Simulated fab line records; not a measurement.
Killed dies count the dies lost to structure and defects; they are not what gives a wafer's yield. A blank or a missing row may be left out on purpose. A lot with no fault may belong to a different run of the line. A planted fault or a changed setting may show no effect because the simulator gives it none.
Comparing a struck lot with a sound one ; flow nand harc ; 15 steps out of a route of 1159
Sound: these wafers, L593.2, L593.3, L593.5. Struck: wafers L603.1, L603.2 (left out: L603.4, a lot-mate that was not struck); the cause follows at the end.
Order at every step that has rows: each side's tool, ch and its chambers, its first start. Under that, the readings that differ: sound wafers ; struck wafers ; difference of the means ; sigmas: that difference in standard deviations of wafers without a fault.
alike: a reading whose means differ by less than 2 such deviations, as well as words and numbers matching on both sides. not compared: withheld readings; readings where some wafer has no value; bounds like >300 that might hide an equal value; numbers whose values overlap and for which the record gives no deviation.
Wherever a step has rows on one side only, a row that says differs or no value, or a row with sigmas, the two part there. Numbers that have no deviation but don't overlap get no sigmas and don't part them. A reading that every wafer of one side lacks parts them only if that side has two wafers or more.

NHARC_P_CONTACT_DESCUM_17: chemistry O2, time 3 s.
  sound on rie diel-06 ch 1,3, day 5 10:39; struck on rie diel-12 ch 0,3, day 7 22:05
reading;sound;struck;difference;sigmas
drypump motor current A (A);5.2 4.8 4.8;6.7 5.7;+1.3;+3
  alike: chamber pressure mTorr, oes product au, rf vpp V, showerhead plenum p Torr, throttle valve pct
  not compared: rf hours counter h
NHARC_P_CONTACT_ETCH_35: etches the open film in CF4, target depth 39 nm, time 65 s.
  sound on rie diel-06 ch 0,1, day 5 10:44; struck on rie diel-12 ch 1,3, day 7 22:10
  alike: chamber pressure mTorr, drypump motor current A, oes product au, rf vpp V, showerhead plenum p Torr, throttle valve pct
  not compared: rf hours counter h
NHARC_P_CONTACT_ETCH_36: etches the open film in N2/H2, target depth 260 nm, time 406.25 s.
  sound on rie diel-06 ch 2,3; struck on rie diel-12 ch 2,3
  alike: chamber pressure mTorr, drypump motor current A, oes product au, rf vpp V, showerhead plenum p Torr, throttle valve pct
  not compared: rf hours counter h
then, 2 steps without rows for these wafers: NHARC_P_CONTACT_ETCH_18 (etches the open film in C4F8/O2/Ar, target depth 481 nm, time 240.5 s); NHARC_P_CONTACT_STRIP_37 (strips in C4F8/O2/Ar).
NHARC_P_CONTACT_ETCH_31: etches the open film in CH3F/O2, target depth 30 nm, time 85.7 s.
  sound on rie diel-06 ch 0,1; struck on rie diel-12 ch 1,2
  alike: ch3f flow sccm, chamber pressure mTorr, drypump motor current A, oes product au, rf vpp V, showerhead plenum p Torr, throttle valve pct
  not compared: rf hours counter h
NHARC_P_CONTACT_CD_MEAS_19:
  sound on cd sem-01 at day 5 15:46; struck on cd sem-01 at day 7 22:58
  alike: cd nm
then, 2 steps without rows for these wafers: NHARC_P_CONTACT_STRIP_28 (strips in O2); NHARC_P_CONTACT_STRIP_29 (strips in post etch residue remover, time 1200 s).
NHARC_P_CONTACT_DEGAS_38: time 60 s.
  sound on pvd sputter-01 at day 5 16:30; struck on pvd sputter-03 at day 7 23:40
  alike: heater power w
then, 2 steps without rows for these wafers: NHARC_P_CONTACT_PRE_CLEAN_39 (time 19.5 s); NHARC_P_CONTACT_PVD_32 (deposits Ti, target thk 5 nm, time 17.7 s).
NHARC_P_CONTACT_ALD_22: deposits TiN, target thk 3 nm, pulse time 1 s, ald cycles 150.
  sound on ald metal-01 ch 0,2,3, day 5 16:44; struck on ald metal-03 ch 0,3, day 7 23:56
reading;sound;struck;difference;sigmas
ald cycles;150 150 150;76 76;-74;
  alike: heater power w, precursor pulse height rel
then, 1 step without rows for these wafers: NHARC_P_CONTACT_CVD_23 (deposits W, target thk 200 nm, time 557 s).
-- the record jumps here: 13 days lie between the struck wafers' starts before and after (it left off in module P_CONTACT and takes up again in module END, whose first step shown is number 1159 of the route) --
NHARC_END_SORT_01:
  only the struck wafers appear in the record here, on prober-02 ch 0 at day 21 06:06; the sound ones have no rows

== WHERE THEY PART ==
Last at NHARC_END_SORT_01 as far as this record goes, first at NHARC_P_CONTACT_DESCUM_17.

WHY: the cause the simulator had injected
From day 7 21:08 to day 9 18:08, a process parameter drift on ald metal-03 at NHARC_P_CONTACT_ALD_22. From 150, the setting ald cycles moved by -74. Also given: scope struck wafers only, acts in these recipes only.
